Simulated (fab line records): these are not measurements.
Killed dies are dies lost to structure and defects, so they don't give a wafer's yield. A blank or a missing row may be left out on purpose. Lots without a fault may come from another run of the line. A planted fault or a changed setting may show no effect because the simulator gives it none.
fab line records	flow n5_finfet
[record] lots = 7	wafers = 39
route steps=1938 shown ZERO_LAYER@4 SD_EPI_N@269
start_h: hours from the record's opening day to when the first of the lot's shown wafers began	wait_h: hours from the lot's prior step to this one	" identical to the entry in the row above	L1.1+2: several wafers, shown together as one row	- value missing, or start not given	* or withheld: withheld	< > ~ a bound
route shown NAME@n: a module of which the file shows steps, and the number in the route of the first	usual: mean/standard deviation of fault-free wafers	same: alike in all rows	chamber/n: place in a boat	sites: readings site by site	_std_site: standard deviation of those values	_edge_site: mean of outer sites minus mean of inner sites	radius_mm: how far each site lies from the wafer's centre	mask NAME#n: copy n	behind: the most recent tool/chamber to have shaped the wafer	hold: reason for holding the lot/hours on hold/outcome of the hold	device: transistor that didn't switch, given as n, p or np	end of line: tests run on the same wafers once the route is complete	step lacking rows: just its recipe	killed: not the wafer's yield, but the dies lost to structure and defects at the first sort	map: a wafer's dies, x killed, . not, _ none there
set.NAME: the run value of the setting; set.NAME@STEP: its run value at that earlier step	model.NAME: the simulator's own value behind a step, which no gauge read
lots with deliberately changed settings; one table per step, one row per wafer
[[steps]]
[step N5_ZERO_LAYER_PECVD_02]
[recipe] material = SiO2	target_thk_a = 100	temp_c = 400	precursor = SiH4/N2O	pressure_torr = 0.75	rf_w = 275	time_s = 6
lot.wafer	tool	chamber	start_h	wait_h	set.time_s	model.SiO2_of_ZERO_LAYER_PECVD_02.thk_nm
L074.1	pecvd-04	2	12.28	0.0	6	9.808
L074.2	"	1	"	"	6	9.777
L074.3	"	0	"	"	6	9.804
L074.4	"	2	"	"	6	9.922
L074.5	"	0	"	"	6	9.981
L074.6	"	1	"	"	6	9.984
L077.1	pecvd-04	1	30.28	0.0	9.296	15.41
L077.2	"	2	"	"	9.296	15.2
L077.3	"	0	"	"	9.296	15.34
L077.4	"	1	"	"	6	10.16
L077.5	"	0	"	"	6	10.1
L077.6	"	2	"	"	6	10.09
L078.1	pecvd-04	1	36.29	0.0	3.208	5.459
L078.2	"	0	"	"	6	9.925
L078.3	"	2	"	"	3.208	5.391
L078.4	"	0	"	"	6	10.33
L078.5	"	2	"	"	6	10.16
L078.6	"	1	"	"	3.208	5.681
L079.1	pecvd-04	1	42.30	0.0	6	9.954
L079.2	"	0	"	"	6	9.837
L079.5	"	1	"	"	6	10.1
L086.1	pecvd-02	0	84.28	0.0	6	9.868
L086.2	"	1	"	"	6	10.03
L086.3	"	2	"	"	6	10.02
L086.4	"	2	"	"	8.595	14.38
L086.5	"	0	"	"	8.595	14.35
L086.6	"	1	"	"	8.595	14.45
L092.1	pecvd-01	1	120.28	0.0	6	9.915
L092.2	"	2	"	"	6	10.19
L092.3	"	0	"	"	6	9.933
L092.4	"	2	"	"	6	10.21
L092.5	"	0	"	"	6	9.966
L092.6	"	1	"	"	6	10.02
L094.1	pecvd-04	2	132.28	0.0	6	9.742
L094.2	"	1	"	"	6	9.818
L094.3	"	0	"	"	6	9.565
L094.4	"	1	"	"	6	10.01
L094.5	"	2	"	"	6	9.704
L094.6	"	0	"	"	6	9.885
[step N5_SD_EPI_N_DEVELOP_08]
[recipe] develop_time_s = 30	developer = TMAH	resist = CAR-ArF-block	dev_temp_c = 23	rinse_liquid = diw	dry = air_spin
lot.wafer	tool	chamber	start_h	wait_h	set.develop_time_s
L074.1+2+3+4+5+6	litho_track-02	0	-	-	30
L077.1+2+3+4+5+6	litho_track-03	0	-	-	30
L078.1+2+6	litho_track-02	0	-	-	30
L078.3+4+5	"	0	"	"	14.41
L079.1+2+5	litho_track-03	0	-	-	30
L086.1+2+6	litho_track-02	0	-	-	30
L086.3+4+5	"	0	"	"	20.01
L092.1+2+3+4+5+6	litho_track-03	0	-	-	30
L094.1+5+6	litho_track-04	0	-	-	18.52
L094.2+3+4	"	0	"	"	30
[step N5_SD_EPI_N_CD_MEAS_09]
[recipe] target_cd_nm = 120	landing_energy_ev = 500	detector = se_inlens
[usual] cd_nm = 120.0/0.72
lot.wafer	tool	chamber	start_h	wait_h	set.develop_time_s@SD_EPI_N_DEVELOP_08	cd_nm
L074.1	cd_sem-03	0	50.77	-	30	119.9
L074.2	"	0	"	"	30	119.6
L074.3	"	0	"	"	30	118.7
L074.4	"	0	"	"	30	119.9
L074.5	"	0	"	"	30	120.3
L074.6	"	0	"	"	30	120.8
L077.1	cd_sem-03	0	69.60	-	30	120.4
L077.2	"	0	"	"	30	120.6
L077.3	"	0	"	"	30	120.5
L077.4	"	0	"	"	30	118.4
L077.5	"	0	"	"	30	120.7
L077.6	"	0	"	"	30	120.3
L078.1	cd_sem-02	0	72.68	-	30	119.0
L078.2	"	0	"	"	30	120.3
L078.3	"	0	"	"	14.41	116.5
L078.4	"	0	"	"	14.41	115.9
L078.5	"	0	"	"	14.41	115.4
L078.6	"	0	"	"	30	120.0
L079.1	cd_sem-02	0	80.02	-	30	119.7
L079.2	"	0	"	"	30	120.0
L079.5	"	0	"	"	30	118.9
L086.1	cd_sem-02	0	120.25	-	30	121.6
L086.2	"	0	"	"	30	121.7
L086.3	"	0	"	"	20.01	117.9
L086.4	"	0	"	"	20.01	119.8
L086.5	"	0	"	"	20.01	118.9
L086.6	"	0	"	"	30	120.9
L092.1	cd_sem-03	0	157.19	-	30	120.1
L092.2	"	0	"	"	30	119.5
L092.3	"	0	"	"	30	120.6
L092.4	"	0	"	"	30	119.9
L092.5	"	0	"	"	30	120.0
L092.6	"	0	"	"	30	119.1
L094.1	cd_sem-01	0	168.44	-	18.52	116.6
L094.2	"	0	"	"	30	119.5
L094.3	"	0	"	"	30	120.6
L094.4	"	0	"	"	30	119.0
L094.5	"	0	"	"	18.52	116.8
L094.6	"	0	"	"	18.52	116.7
[step N5_SD_EPI_N_DESCUM_14]
[recipe] chemistry = O2	time_s = 7.9	source_power_w = 50	bias_power_w = 20	pressure_mtorr = 20	rf_frequency_hz = 2.712e+07	temp_c = 40	resist = CAR-ArF-block	o2_flow_sccm = 225
lot.wafer	tool	chamber	start_h	wait_h	set.develop_time_s@SD_EPI_N_DEVELOP_08	model.SD_EPI_N.cd_nm
L074.1	rie_diel-01	2	50.86	0.0	30	119.8
L074.2	"	3	"	"	30	119.4
L074.3	"	1	"	"	30	118.8
L074.4+5	"	0,1	"	"	30	120
L074.6	"	0	"	"	30	120.8
L077.1	rie_diel-04	1	69.85	0.2	30	120.6
L077.2+6	"	2,1	"	"	30	120.2
L077.3	"	3	"	"	30	120.8
L077.4	"	0	"	"	30	118.8
L077.5	"	2	"	"	30	120.4
L078.1	rie_diel-04	0	72.77	0.0	30	119.2
L078.2	"	1	"	"	30	120.4
L078.3	"	2	"	"	14.41	116.2
L078.4	"	3	"	"	14.41	116
L078.5	"	0	"	"	14.41	115.2
L078.6	"	3	"	"	30	120
L079.1	rie_diel-04	2	80.11	0.0	30	119.4
L079.2	"	0	"	"	30	119.8
L079.5	"	3	"	"	30	119
L086.1	rie_diel-01	3	120.33	0.0	30	121.4
L086.2	"	2	"	"	30	122
L086.3	"	1	"	"	20.01	118.2
L086.4	"	0	"	"	20.01	119.4
L086.5	"	2	"	"	20.01	119.2
L086.6	"	1	"	"	30	121
L092.1+4	rie_diel-03	1,3	157.28	0.0	30	120.2
L092.2	"	3	"	"	30	119.6
L092.3	"	2	"	"	30	120.4
L092.5	"	2	"	"	30	119.8
L092.6	"	1	"	"	30	119
L094.1	rie_diel-01	0	168.54	0.0	18.52	116.4
L094.2	"	3	"	"	30	119.8
L094.3	"	2	"	"	30	120.4
L094.4	"	3	"	"	30	119.4
L094.5+6	"	0,2	"	"	18.52	116.6
[[key]]
[split] step = N5_ZERO_LAYER_PECVD_02	setting = time_s	stated = 6	by = wafer
[response] step = N5_ZERO_LAYER_PECVD_02	reading = model.SiO2_of_ZERO_LAYER_PECVD_02.thk_nm	change = +0.0981	per = 1%	r = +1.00
[split] step = N5_SD_EPI_N_DEVELOP_08	setting = develop_time_s	stated = 30	by = wafer
[response] step = N5_SD_EPI_N_CD_MEAS_09	reading = cd_nm	change = +0.0761	per = 1%	r = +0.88
[response] step = N5_SD_EPI_N_DESCUM_14	reading = model.SD_EPI_N.cd_nm	change = +0.0803	per = 1%	r = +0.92
